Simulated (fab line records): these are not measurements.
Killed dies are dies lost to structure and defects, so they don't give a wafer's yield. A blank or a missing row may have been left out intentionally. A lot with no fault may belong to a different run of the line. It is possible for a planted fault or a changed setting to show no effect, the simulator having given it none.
fab line records ; flow nandHarc
record: lots: 6; wafers: 18; lastDay: 32
route steps=1302 shown P_CONTACT@248 P_M0@253 END@1302
lots that met no fault: taken from a fault-free run of the same line
startH: start of the lot's first displayed wafer, in hours after the record's first day ; waitH: hours since the lot's step before ; " as in the row above ; L1.1+2: a single row standing in for several wafers ; - no value, or no start given ; * or withheld: withheld ; < > ~ a bound
route shown NAME@n: a module of which the file shows steps, and the number in the route of the first ; usual: mean/standard deviation taken from wafers without a fault ; same: alike in all rows ; chamber/n: place in a boat ; sites: readings site by site ; _std_site: standard deviation of those values ; _edge_site: inner sites' mean taken away from outer sites' mean ; radiusMm: for every site, how far away it sits from the centre of the wafer ; mask NAME#n: copy n ; behind: the tool/chamber that last shaped the wafer ; hold: what put the lot on hold/how long, in hours/how the hold closed ; device: the transistor (n, p or np) that didn't switch ; end of line: the same wafers' tests at the end of the route ; step lacking rows: just its recipe ; killed: dies lost to structure and defects at the first sort, not the wafer's yield ; map: per-die view of a wafer (x killed, . not killed, _ where there is no die)
set.NAME: setting as actually run; set.NAME@STEP: the setting as run at that earlier step ; model.NAME: the simulator's own value behind a step, which no gauge read
lots seen at some steps along the route; tables by step, rows by wafer
services: when a tool's chamber went out of use (startH, in hours from the record's first day, below 0 if earlier), for how many hours, and the reason
== steps ==
step: NHARC_P_CONTACT_CVD_23
recipe: targetThkA: 2000; tempC: 300; pressureTorr: 40; wf6FlowSccm: 40; h2FlowSccm: 1600; arFlowSccm: 1560; timeS: 557; material: W
usual: heaterPowerW: 490/22; throttleValvePct: 7.94/0.17
lot.wafer;tool;chamber;startH;waitH;heaterPowerW;throttleValvePct
L339.4;cvdW-02;1;-;-;473;7.61
L339.5;cvdW-02;1;-;-;473;7.92
L339.6;cvdW-02;0;-;-;526;7.67
L345.3;cvdW-02;0;-;-;529;7.88
L345.4;cvdW-02;1;-;-;481;7.72
L345.5;cvdW-02;0;-;-;525;8.24
L346.2;cvdW-02;0;-;-;534;7.90
L346.4;cvdW-02;0;-;-;515;7.85
L346.6;cvdW-02;0;-;-;518;7.92
L348.4;cvdW-01;1;-;-;471;7.93
L348.3;cvdW-01;0;-;-;470;7.79
L348.5;cvdW-01;1;-;-;474;7.85
L349.1;cvdW-02;0;-;-;522;7.86
L349.4;cvdW-02;1;-;-;467;7.90
L349.5;cvdW-02;0;-;-;508;8.18
L361.4;cvdW-02;0;-;-;522;7.81
L361.3;cvdW-02;1;-;-;493;8.19
L361.6;cvdW-02;0;-;-;510;8.21
step: NHARC_P_CONTACT_CMP_24
recipe: tOverpolishS: 30; targetThkNm: 200
usual: motorCurrentA: 12.3/1.2; overpolishRunS: 30.000/0.0092; timeToEndpointS: 40.1/2.4
lot.wafer;tool;chamber;startH;waitH;motorCurrentA;overpolishRunS;timeToEndpointS
L339.4;cmp-03;1;128.22;0.4;11.7;29.995;41.9
L339.6;cmp-03;1;128.22;0.4;11.8;29.991;41.9
L339.5;cmp-03;2;128.22;0.4;14.0;29.996;43.8
L345.4;cmp-03;0;182.40;0.3;13.0;30.003;39.2
L345.3;cmp-03;2;182.40;0.3;15.2;29.996;43.0
L345.5;cmp-03;0;182.40;0.3;12.3;30.002;38.9
L346.4;cmp-03;2;191.04;0.3;14.5;29.994;43.2
L346.2;cmp-03;3;191.04;0.3;11.1;30.001;43.9
L346.6;cmp-03;0;191.04;0.3;12.4;29.996;41.7
L348.4;cmp-03;0;211.89;0.4;13.1;29.993;38.1
L348.3;cmp-03;2;211.89;0.4;14.7;30.016;41.8
L348.5;cmp-03;0;211.89;0.4;12.9;29.996;38.8
L349.1;cmp-04;3;225.94;0.5;12.4;29.989;39.1
L349.4;cmp-04;0;225.94;0.5;12.9;29.984;38.0
L349.5;cmp-04;3;225.94;0.5;12.3;29.998;41.9
L361.3;cmp-02;2;338.30;0.3;13.6;29.995;40.9
L361.4;cmp-02;3;338.30;0.3;12.8;29.991;38.4
L361.6;cmp-02;0;338.30;0.3;11.1;29.982;44.0
step: NHARC_P_CONTACT_SRD_26
step: NHARC_P_CONTACT_INSPECT_27
usual: rawDefectCount: 304/120
lot.wafer;tool;chamber;startH;waitH;rawDefectCount
L339.4;defectInspect-01;-;128.62;0.1;273
L339.5;defectInspect-01;-;128.62;0.1;433
L339.6;defectInspect-01;-;128.62;0.1;254
L345.3;defectInspect-02;-;182.81;0.1;145
L345.4;defectInspect-02;-;182.81;0.1;177
L345.5;defectInspect-02;-;182.81;0.1;216
L346.2;defectInspect-01;-;191.40;0.1;312
L346.4;defectInspect-01;-;191.40;0.1;370
L346.6;defectInspect-01;-;191.40;0.1;231
L348.3;defectInspect-02;-;212.29;0.1;212
L348.4;defectInspect-02;-;212.29;0.1;320
L348.5;defectInspect-02;-;212.29;0.1;322
L349.1;defectInspect-01;-;226.32;0.1;193
L349.4;defectInspect-01;-;226.32;0.1;219
L349.5;defectInspect-01;-;226.32;0.1;166
L361.3;defectInspect-02;-;338.65;0.1;379
L361.4;defectInspect-02;-;338.65;0.1;942
L361.6;defectInspect-02;-;338.65;0.1;332
step: NHARC_P_M0_DEP_00
recipe: targetThkA: 1500; targetThkNm: 150; tempC: withheld; pressureTorr: 5; flowSccm: 200; rfW: 600; material: SiOC
step: NHARC_P_M0_DEHYDRATE_01
recipe: tempC: 150; timeS: 120
step: NHARC_P_M0_HMDS_02
recipe: timeS: 30
step: NHARC_P_M0_COAT_33
recipe: tempC: 200; timeS: 65
step: NHARC_P_M0_COAT_03
recipe: spinRpm: 1500; resistThkNm: 90
step: NHARC_P_M0_SOFTBAKE_04
recipe: tempC: 105; timeS: 55
step: NHARC_P_M0_EBR_05
step: NHARC_P_M0_EXPOSE_06
recipe: na: 1.35; targetCdNm: 90; doseMj: 81.28; maskId: P_M0
usual: exposureDoseMJCm2: 81.27/0.087
lot.wafer;tool;chamber;startH;waitH;mask;exposureDoseMJCm2
L339.4;arfiScanner-02;0;129.39;-;P_M0#0;81.19
L339.5;arfiScanner-02;0;129.39;-;P_M0#0;81.30
L339.6;arfiScanner-02;0;129.39;-;P_M0#0;81.25
L345.3;arfiScanner-02;0;183.45;-;P_M0#0;81.86
L345.4;arfiScanner-02;0;183.45;-;P_M0#0;81.91
L345.5;arfiScanner-02;0;183.45;-;P_M0#0;81.94
L346.2;arfiScanner-02;0;192.03;-;P_M0#0;82.07
L346.4;arfiScanner-02;0;192.03;-;P_M0#0;82.08
L346.6;arfiScanner-02;0;192.03;-;P_M0#0;82.07
L348.3;arfiScanner-01;0;212.94;-;P_M0#0;81.34
L348.4;arfiScanner-01;0;212.94;-;P_M0#0;81.19
L348.5;arfiScanner-01;0;212.94;-;P_M0#0;81.24
L349.1;arfiScanner-03;0;227.08;-;P_M0#0;81.16
L349.4;arfiScanner-03;0;227.08;-;P_M0#0;81.26
L349.5;arfiScanner-03;0;227.08;-;P_M0#0;81.10
L361.3;arfiScanner-01;0;339.29;-;P_M0#0;81.31
L361.4;arfiScanner-01;0;339.29;-;P_M0#0;81.21
L361.6;arfiScanner-01;0;339.29;-;P_M0#0;81.31
step: NHARC_P_M0_PEB_07
recipe: pebTempC: 100; pebTimeS: 65
step: NHARC_P_M0_DEVELOP_08
recipe: developTimeS: 35; devTempC: 23
step: NHARC_P_M0_CD_MEAS_09
recipe: targetCdNm: 90; landingEnergyEv: 500
usual: cdNm: 89.9/0.56
lot.wafer;tool;chamber;startH;waitH;cdNm
L339.4;cdSem-02;0;129.52;-;90.5
L339.5;cdSem-02;0;129.52;-;90.6
L339.6;cdSem-02;0;129.52;-;90.8
L345.3;cdSem-01;0;183.59;-;88.0
L345.4;cdSem-01;0;183.59;-;88.6
L345.5;cdSem-01;0;183.59;-;88.8
L346.2;cdSem-01;0;192.17;-;89.8
L346.4;cdSem-01;0;192.17;-;90.9
L346.6;cdSem-01;0;192.17;-;90.5
L348.3;cdSem-01;0;213.07;-;89.8
L348.4;cdSem-01;0;213.07;-;89.5
L348.5;cdSem-01;0;213.07;-;90.3
L349.1;cdSem-02;0;227.22;-;90.2
L349.4;cdSem-02;0;227.22;-;90.4
L349.5;cdSem-02;0;227.22;-;90.5
L361.3;cdSem-02;0;339.42;-;90.6
L361.4;cdSem-02;0;339.42;-;91.1
L361.6;cdSem-02;0;339.42;-;90.8
step: NHARC_P_M0_OVL_MEAS_10
recipe: pitchNm: 180
usual: overlayXNm: 0.1/0.67; overlayYNm: 0.2/0.75
lot.wafer;tool;chamber;startH;waitH;overlayXNm;overlayYNm
L339.4;overlay-01;-;129.60;-;-0.1;-0.8
L339.5;overlay-01;-;129.60;-;-0.1;-0.4
L339.6;overlay-01;-;129.60;-;0.2;-0.8
L345.3;overlay-01;-;183.67;-;0.8;0.0
L345.4;overlay-01;-;183.67;-;0.6;0.5
L345.5;overlay-01;-;183.67;-;0.8;0.6
L346.2;overlay-01;-;192.26;-;1.0;-0.3
L346.4;overlay-01;-;192.26;-;0.9;0.1
L346.6;overlay-01;-;192.26;-;0.8;0.1
L348.3;overlay-02;-;213.16;-;-0.2;-0.2
L348.4;overlay-02;-;213.16;-;-0.3;0.0
L348.5;overlay-02;-;213.16;-;-0.2;0.3
L349.1;overlay-01;-;227.32;-;-0.3;0.7
L349.4;overlay-01;-;227.32;-;0.3;0.5
L349.5;overlay-01;-;227.32;-;0.6;0.6
L361.3;overlay-01;-;339.51;-;0.0;-1.1
L361.4;overlay-01;-;339.51;-;0.1;-1.2
L361.6;overlay-01;-;339.51;-;-0.1;-0.8
step: NHARC_P_M0_INSPECT_11
usual: rawDefectCount: 4.4/2.8
lot.wafer;tool;chamber;startH;waitH;rawDefectCount
L339.4;defectInspect-01;-;129.64;0.0;1
L339.5;defectInspect-01;-;129.64;0.0;0
L339.6;defectInspect-01;-;129.64;0.0;1
L345.3;defectInspect-01;-;183.71;0.0;5
L345.4;defectInspect-01;-;183.71;0.0;7
L345.5;defectInspect-01;-;183.71;0.0;4
L346.2;defectInspect-02;-;192.29;0.0;2
L346.4;defectInspect-02;-;192.29;0.0;4
L346.6;defectInspect-02;-;192.29;0.0;1
L348.3;defectInspect-02;-;213.19;0.0;6
L348.4;defectInspect-02;-;213.19;0.0;4
L348.5;defectInspect-02;-;213.19;0.0;4
L349.1;defectInspect-02;-;227.36;0.0;3
L349.4;defectInspect-02;-;227.36;0.0;2
L349.5;defectInspect-02;-;227.36;0.0;3
L361.3;defectInspect-02;-;339.55;0.0;3
L361.4;defectInspect-02;-;339.55;0.0;4
L361.6;defectInspect-02;-;339.55;0.0;3
step: NHARC_P_M0_DESCUM_14
recipe: timeS: 3; o2FlowSccm: 200; arFlowSccm: 0; biasPowerW: 0; chemistry: O2
usual: drypumpMotorCurrentA: 5.7/0.5; oesProductAu: 0.999/0.0079; rfVppV: 57.7/0.94; showerheadPlenumPTorr: 1.85/0.095; throttleValvePct: 11.312/0.0086
lot.wafer;tool;chamber;startH;waitH;drypumpMotorCurrentA;oesProductAu;rfHoursCounterH;rfVppV;showerheadPlenumPTorr;throttleValvePct;model.P_M0.cdNm
L339.4;rieDiel-01;2;129.70;0.1;5.9;1.008;37;60.2;2.00;11.325;90.28
L339.5;rieDiel-01;2;129.70;0.1;5.9;0.998;-;60.2;2.00;11.323;90.58
L339.6;rieDiel-01;3;129.70;0.1;6.8;0.992;-;56.8;1.79;11.307;90.96
L345.3;rieDiel-11;1;183.78;0.1;5.5;1.009;16;57.0;1.78;11.323;88.5
L345.4;rieDiel-11;0;183.78;0.1;6.4;0.999;-;57.8;1.83;11.312;89.25
L345.5;rieDiel-11;1;183.78;0.1;5.5;1.002;-;56.5;1.78;11.313;89.08
L346.4;rieDiel-11;1;192.35;0.1;5.5;1.010;19;57.0;1.78;11.322;90.94
L346.2;rieDiel-11;3;192.35;0.1;5.6;1.009;16;56.1;1.77;11.303;90.39
L346.6;rieDiel-11;2;192.35;0.1;5.1;0.999;-;56.2;1.76;11.318;91.37
L348.3;rieDiel-01;0;213.26;0.1;5.4;0.996;0;57.6;1.87;11.306;89.34
L348.4;rieDiel-01;1;213.26;0.1;5.9;0.999;0;57.2;1.85;11.325;89.25
L348.5;rieDiel-01;3;213.26;0.1;6.8;1.001;-;57.6;1.78;11.314;90.34
L349.1;rieDiel-11;1;227.43;0.1;5.5;1.001;25;56.0;1.77;11.311;90.2
L349.5;rieDiel-11;1;227.43;0.1;5.5;1.005;-;57.4;1.77;11.302;90.83
L349.4;rieDiel-11;3;227.43;0.1;5.6;0.997;-;57.4;1.77;11.307;90.61
L361.3;rieDiel-04;2;339.61;0.1;5.4;0.996;58;59.8;1.80;11.324;90.45
L361.4;rieDiel-04;1;339.61;0.1;5.0;1.004;54;57.5;1.78;11.307;90.9
L361.6;rieDiel-04;3;339.61;0.1;5.4;0.997;-;58.0;1.88;11.315;89.89
step: NHARC_P_M0_ETCH_34
recipe: targetDepthA: 400; overetchA: 120; timeS: 43.94; ionEnergyEv: 200; n2FlowSccm: 150; h2FlowSccm: 150; arFlowSccm: 0; rfW: 400; biasW: 150; chemistry: N2/H2
usual: drypumpMotorCurrentA: 5.7/0.49; h2FlowSccm: 150.0/0.44; oesProductAu: 1.001/0.0078; rfVppV: 429/3.1; showerheadPlenumPTorr: 1.98/0.11; throttleValvePct: 14.170/0.0083
lot.wafer;tool;chamber;startH;waitH;drypumpMotorCurrentA;h2FlowSccm;oesProductAu;rfHoursCounterH;rfVppV;showerheadPlenumPTorr;throttleValvePct
L339.4;rieDiel-01;3;129.79;0.1;6.8;150.1;0.988;37;427;1.90;14.176
L339.6;rieDiel-01;1;129.79;0.1;5.8;149.3;0.996;-;429;1.98;14.167
L339.5;rieDiel-01;2;129.79;0.1;5.9;149.9;1.007;-;434;2.13;14.173
L345.3;rieDiel-11;0;183.87;0.1;6.3;150.4;0.989;16;429;1.95;14.167
L345.5;rieDiel-11;1;183.87;0.1;5.5;149.8;1.010;-;427;1.89;14.157
L345.4;rieDiel-11;2;183.87;0.1;5.1;150.2;1.000;-;426;1.88;14.169
L346.2;rieDiel-11;3;192.44;0.1;5.6;149.7;1.002;16;426;1.88;14.167
L346.4;rieDiel-11;2;192.44;0.1;5.1;148.9;1.001;18;428;1.88;14.182
L346.6;rieDiel-11;0;192.44;0.1;6.3;150.8;1.003;-;428;1.95;14.177
L348.4;rieDiel-01;3;213.35;0.1;6.9;149.6;1.006;0;426;1.90;14.171
L348.3;rieDiel-01;0;213.35;0.1;5.3;149.6;0.995;0;430;1.99;14.163
L348.5;rieDiel-01;2;213.35;0.1;5.9;149.8;0.986;-;432;2.12;14.181
L349.1;rieDiel-11;1;227.54;0.1;5.5;149.3;0.996;25;426;1.89;14.174
L349.5;rieDiel-11;3;227.54;0.1;5.6;150.1;0.998;-;426;1.88;14.168
L349.4;rieDiel-11;0;227.54;0.1;6.3;149.9;0.990;-;428;1.94;14.181
L361.4;rieDiel-04;1;340.04;0.4;5.0;150.1;1.004;54;427;1.89;14.163
L361.3;rieDiel-04;2;340.04;0.4;5.4;149.3;0.989;59;427;1.92;14.173
L361.6;rieDiel-04;1;340.04;0.4;5.0;149.6;1.006;-;428;1.89;14.177
step: NHARC_P_M0_ETCH_15
recipe: targetDepthA: 1500; overetchA: 150; timeS: 82.5; c4f8FlowSccm: withheld; arFlowSccm: 400; rfW: 600; biasW: 300; chemistry: C4F8/Ar
usual: oesProductAu: 0.954/0.021; rfVppV: 439/3.1
lot.wafer;tool;chamber;startH;waitH;oesProductAu;rfHoursCounterH;rfVppV;model.P_M0.cdNm
L339.4;rieDiel-01;2;-;-;0.977;37;443;90.47
L339.5;rieDiel-01;3;-;-;0.956;-;436;90.72
L339.6;rieDiel-01;0;-;-;0.975;-;439;90.86
L345.3;rieDiel-11;0;-;-;0.950;16;440;88.75
L345.5;rieDiel-11;2;-;-;0.962;-;436;89.22
L345.4;rieDiel-11;0;-;-;0.939;-;437;88.84
L346.4;rieDiel-11;3;-;-;0.973;16;437;90.59
L346.2;rieDiel-11;1;-;-;0.970;19;436;90.53
L346.6;rieDiel-11;3;-;-;0.966;-;438;91.37
L348.3;rieDiel-01;0;-;-;0.962;0;438;89.46
L348.4;rieDiel-01;1;-;-;0.972;0;439;89.49
L348.5;rieDiel-01;1;-;-;0.968;-;440;90.63
L349.1;rieDiel-11;0;-;-;0.952;27;439;90.45
L349.4;rieDiel-11;3;-;-;0.964;-;436;90.52
L349.5;rieDiel-11;0;-;-;0.960;-;439;90.33
L361.4;rieDiel-04;2;-;-;0.923;59;437;91.04
L361.3;rieDiel-04;0;-;-;0.939;47;445;90.29
L361.6;rieDiel-04;1;-;-;0.944;-;436;90.19
step: NHARC_P_M0_CD_MEAS_16
usual: cdNm: 89.9/0.7
lot.wafer;tool;chamber;startH;waitH;cdNm
L339.4;cdSem-03;-;130.01;-;90.3
L339.5;cdSem-03;-;130.01;-;90.7
L339.6;cdSem-03;-;130.01;-;90.9
L345.3;cdSem-03;-;184.12;-;88.9
L345.4;cdSem-03;-;184.12;-;89.0
L345.5;cdSem-03;-;184.12;-;89.0
L346.2;cdSem-01;-;192.67;-;90.8
L346.4;cdSem-01;-;192.67;-;90.9
L346.6;cdSem-01;-;192.67;-;91.4
L348.3;cdSem-03;-;213.56;-;89.7
L348.4;cdSem-03;-;213.56;-;89.4
L348.5;cdSem-03;-;213.56;-;90.3
L349.1;cdSem-02;-;227.76;-;90.3
L349.4;cdSem-02;-;227.76;-;90.3
L349.5;cdSem-02;-;227.76;-;90.5
L361.3;cdSem-03;-;340.25;-;90.3
L361.4;cdSem-03;-;340.25;-;91.0
L361.6;cdSem-03;-;340.25;-;90.2
step: NHARC_END_SORT_01
recipe: tempC: 25
usual: defectLimitedYield: 90/3.3; killedAtArray: 61/23; killedAtOther: 1.3/1.4; killedAtPeriphery: 4.0/2.6; killedDies: 66/22; killedOpen: 3.4/1.8; killedShort: 2.3/1.4
same: grossDies: 677
lot.wafer;tool;chamber;startH;waitH;defectLimitedYield[%];killedAtArray;killedAtOther;killedAtPeriphery;killedDies;killedOpen;killedShort
L348.3;prober-02;0;642.22;3.1;94;27;1;11;39;4;1
L348.4;prober-02;0;643.03;3.4;95;26;1;10;37;4;1
L348.5;prober-02;0;643.84;3.7;95;23;0;10;33;3;2
L349.1;prober-02;0;667.63;2.5;96;28;0;1;29;10;5
L349.4;prober-02;0;670.05;3.4;96;27;2;1;30;4;1
L349.5;prober-02;0;670.86;3.7;96;20;1;4;25;4;0
killed by level:class
L348.3 A_CHANNEL_HOLE_D2:chamberFilmFlake=15 P_BONDPAD:chamberFilmFlake=6 P_M0:chamberFilmFlake=3 A_CHANNEL_HOLE_D1:chamberFilmFlake=3 P_ZERO_WELL:chamberFilmFlake=2 A_CHANNEL_FILL_D2:geometricParticle:open=1 A_CHANNEL_FILL_D2:geometricParticle:short=1 A_SGD_CUT:geometricParticle:open=1
L348.4 A_CHANNEL_HOLE_D2:chamberFilmFlake=13 P_BONDPAD:chamberFilmFlake=5 A_CONTACT:chamberFilmFlake=4 P_M0:chamberFilmFlake=3 A_CHANNEL_HOLE_D1:chamberFilmFlake=2 A_DECK1_JOINT:chamberFilmFlake=2 P_CONTACT:geometricParticle:open=1 A_DECK1_JOINT:geometricParticle:open=1
L348.5 A_CHANNEL_HOLE_D2:chamberFilmFlake=11 A_CHANNEL_HOLE_D1:chamberFilmFlake=7 P_BONDPAD:chamberFilmFlake=4 P_M0:chamberFilmFlake=3 A_WL_FILL:geometricParticle:open=2 P_ZERO_WELL:chamberFilmFlake=2 P_CONTACT:geometricParticle:short=1 A_M0:geometricParticle:short=1
L349.1 A_CONTACT:chamberFilmFlake=6 A_CHANNEL_HOLE_D1:chamberFilmFlake=5 A_CHANNEL_FILL_D2:geometricParticle:open=3 A_ONON_D1:geometricParticle:open=2 A_CHANNEL_FILL_D2:geometricParticle:short=2 A_DECK1_JOINT:chamberFilmFlake=2 P_CONTACT:geometricParticle:open=1 A_ONON_D1:geometricParticle:short=1
L349.4 A_CONTACT:chamberFilmFlake=8 A_CHANNEL_HOLE_D1:chamberFilmFlake=7 A_STAIRCASE:chamberFilmFlake=3 A_CHANNEL_HOLE_D2:chamberFilmFlake=2 A_SLIT:chamberFilmFlake=2 THIN_TSV:chamberFilmFlake=2 P_STI:geometricParticle:open=1 A_ONON_D1:geometricParticle:open=1
L349.5 A_CHANNEL_HOLE_D1:chamberFilmFlake=8 A_CONTACT:chamberFilmFlake=6 P_ZERO_WELL:chamberFilmFlake=2 A_DECK1_JOINT:geometricParticle:open=1 A_SGD_CUT:geometricParticle:open=1 A_BLC:geometricParticle:open=1 A_M0:geometricParticle:open=1 P_GATE:chamberFilmFlake=1
== services ==
tool;chamber;startH;hours;kind
rieDiel-04;0;110.78;6.1;repair
rieDiel-04;1;124.06;3.2;repair
arfiScanner-01;-;127.57;2.0;repair
arfiScanner-02;-;140.00;4.0;pm
cmp-03;-;163.23;4.0;pm
rieDiel-11;3;173.97;12.4;repair
rieDiel-04;-;179.00;9.0;pm
rieDiel-01;-;186.97;0.3;repair
rieDiel-04;1;196.42;7.9;repair
rieDiel-01;-;203.93;9.0;pm
rieDiel-11;0;210.85;1.4;repair
rieDiel-11;2;213.03;10.5;repair
rieDiel-01;3;214.27;5.0;repair
rieDiel-11;2;226.45;10.4;repair
cmp-03;-;229.11;0.7;repair
arfiScanner-02;-;231.23;1.4;repair
rieDiel-11;-;239.02;0.7;repair
cmp-03;-;252.05;40.1;repair
rieDiel-04;1;254.60;6.7;repair
rieDiel-11;-;255.50;9.0;pm
cvdW-02;-;269.00;13.0;pm
rieDiel-04;0;270.80;19.2;repair
arfiScanner-02;-;277.75;0.4;repair
arfiScanner-02;-;312.00;4.0;pm
== key ==
firstSign: step: NHARC_P_M0_EXPOSE_06; reading: exposureDoseMJCm2; direction: up; sigmas: 8.2; usual: 81.27; struck: 81.99
effect none on later readings
modelEffect: step: NHARC_P_M0_DESCUM_14; value: P_M0.cdNm; without: 90.36; struck: 89.92
modelEffect: step: NHARC_P_M0_ETCH_15; value: P_M0.cdNm; without: 90.33; struck: 89.88
metAt NHARC_P_M0_EXPOSE_06
struckWafers L345.3,L345.4,L345.5,L346.2,L346.4,L346.6
sortLeftOut L346.2,L346.4,L346.6
loopTrim: step: NHARC_P_M0_EXPOSE_06; setting: dose; lots: L345,L346
onsetBetween 129.39 183.45
fault: kind: processParameterDrift; tool: arfiScanner-02; chamber: -; onsetH: 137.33; steps: NHARC_P_M0_EXPOSE_06; channel: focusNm; offset: 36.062; spreadByWafer: 0.3; shape: step
sortLeftOut: the simulated sort isn't trusted on such a fault, so these wafers' sort isn't shown, and their yield isn't known
loopTrim: a control loop set the setting to another value than it would have without faults
